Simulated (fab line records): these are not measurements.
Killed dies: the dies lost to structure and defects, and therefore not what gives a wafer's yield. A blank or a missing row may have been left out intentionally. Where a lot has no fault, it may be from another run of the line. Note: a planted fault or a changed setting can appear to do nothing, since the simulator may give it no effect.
Matching of chambers ; flow n5 finfet ; rie diel-04 running N5_BEOL_M6_ETCH_65: 4 sister chambers
The step etches SiARC in CF4, target depth 15.6 nm, time 26 s. 16 wafers are shown with their chamber, then 8 later ones without.

EACH WAFER AND ITS CHAMBER
wafer;chamber;showerhead plenum p Torr (Torr);throttle valve pct (%);drypump motor current A (A)
L074.2;2;2.20;15.83;5.6
L074.3;3;2.05;15.63;5.5
L074.5;2;2.20;15.82;5.6
L075.3;3;2.05;15.65;5.5
L075.5;0;2.12;15.21;5.7
L075.6;1;2.06;15.98;6.1
L082.2;1;2.06;16.00;6.1
L082.4;3;2.04;15.67;5.5
L082.5;1;2.06;16.01;6.2
L085.1;0;2.12;15.24;5.8
L085.2;3;2.04;15.67;5.5
L085.4;1;2.05;16.01;6.1
L088.1;2;2.19;15.90;5.6
L088.2;0;2.12;15.23;5.8
L088.6;0;2.12;15.26;5.8
L091.1;2;2.19;15.90;5.6

SIGNATURES, as means of the wafers listed above
reading;chamber 0;chamber 1;chamber 2;chamber 3;scatter within a chamber
showerhead plenum p Torr;2.1200;2.0575;2.1950;2.0450;0.00479
throttle valve pct;15.2350;16.0000;15.8625;15.6550;0.0269
drypump motor current A;5.775;6.125;5.600;5.500;0.0354
Rule: a wafer lies at a distance from a chamber equal to the root of the sum of squares, over the readings, of (its reading less the chamber's mean, divided by the reading's scatter). If the next closest chamber is less than 2 further off than the closest, the wafer can't be placed; otherwise it belongs to the closest. The scatter is the square root of a quotient: the sum, over the shown wafers, of each reading's squared deviation from its chamber's mean, divided by wafers minus chambers.

WAFERS MISSING THEIR CHAMBER
wafer;showerhead plenum p Torr (Torr);throttle valve pct (%);drypump motor current A (A)
L091.4;2.04;15.69;5.5
L091.5;2.04;15.68;5.5
L090.1;2.05;16.05;6.1
L090.3;2.03;15.70;5.5
L090.5;2.03;15.70;5.5
L097.1;2.04;16.08;6.1
L097.4;2.11;15.27;5.8
L097.6;2.04;16.09;6.1

EACH ONE'S CHAMBER
wafer;from the rows above;in truth
L091.4;3;3
L091.5;3;3
L090.1;1;1
L090.3;3;3
L090.5;3;3
L097.1;1;1
L097.4;0;0
L097.6;1;1
Placed correctly: 8 of 8. Number that these rows cannot place: 0. 0 placed wrongly.
